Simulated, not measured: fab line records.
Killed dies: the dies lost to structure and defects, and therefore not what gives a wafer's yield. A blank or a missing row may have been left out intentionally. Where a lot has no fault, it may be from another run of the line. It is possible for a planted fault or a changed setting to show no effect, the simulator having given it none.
Matching of chambers + flow nand_harc + 4 sister chambers for NHARC_A_CONTACT_CMP_20 on cmp-01
The step polishes, t overpolish 30 s, target thk 300 nm. 4 wafers are shown with their chamber, then 10 later ones without.

== WAFERS PAIRED WITH THEIR CHAMBERS ==
| wafer  | chamber | motor_current_A (A) |
|--------|---------|---------------------|
| L081.6 | 0       | 11.3                |
| L082.6 | 1       | 11.6                |
| L094.1 | 3       | 11.1                |
| L094.5 | 2       | 12.0                |

== WAFERS WHOSE CHAMBER IS MISSING ==
| wafer  | motor_current_A (A) |
|--------|---------------------|
| L094.6 | 11.5                |
| L093.1 | 11.8                |
| L093.2 | 11.0                |
| L093.6 | 11.6                |
| L096.2 | 10.4                |
| L096.4 | 11.7                |
| L096.6 | 11.9                |
| L097.1 | 11.5                |
| L097.2 | 11.6                |
| L097.4 | 12.6                |

== EACH ONE'S CHAMBER ==
| wafer  | from the rows above               | in truth |
|--------|-----------------------------------|----------|
| L094.6 | can't be placed: 1 or 0 or 3 or 2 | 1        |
| L093.1 | can't be placed: 2 or 1 or 0 or 3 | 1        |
| L093.2 | can't be placed: 3 or 0 or 1      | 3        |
| L093.6 | can't be placed: 1 or 0 or 2 or 3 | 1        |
| L096.2 | can't be placed: 3 or 0 or 1      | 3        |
| L096.4 | can't be placed: 1 or 2 or 0 or 3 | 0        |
| L096.6 | can't be placed: 2 or 1 or 0      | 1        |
| L097.1 | can't be placed: 1 or 0 or 3 or 2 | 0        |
| L097.2 | can't be placed: 1 or 0 or 2 or 3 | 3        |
| L097.4 | can't be placed: 2 or 1           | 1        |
0 of 10 placed correctly. These rows do not allow placing 10 (true chamber among the candidates in 10). Placed wrongly: 0.
How it was worked out, from the rows above alone: a wafer's distance from a chamber is the root of the sum, over the readings, of the square of ((its reading less the chamber's mean) divided by the reading's scatter). The wafer belongs to the nearest chamber; if the next one is less than 2 further off, it can't be placed. A chamber's mean is the mean of its shown wafers. The scatter: root of mean squared gap, hidden wafer to nearest shown wafer, with one shown wafer a chamber.
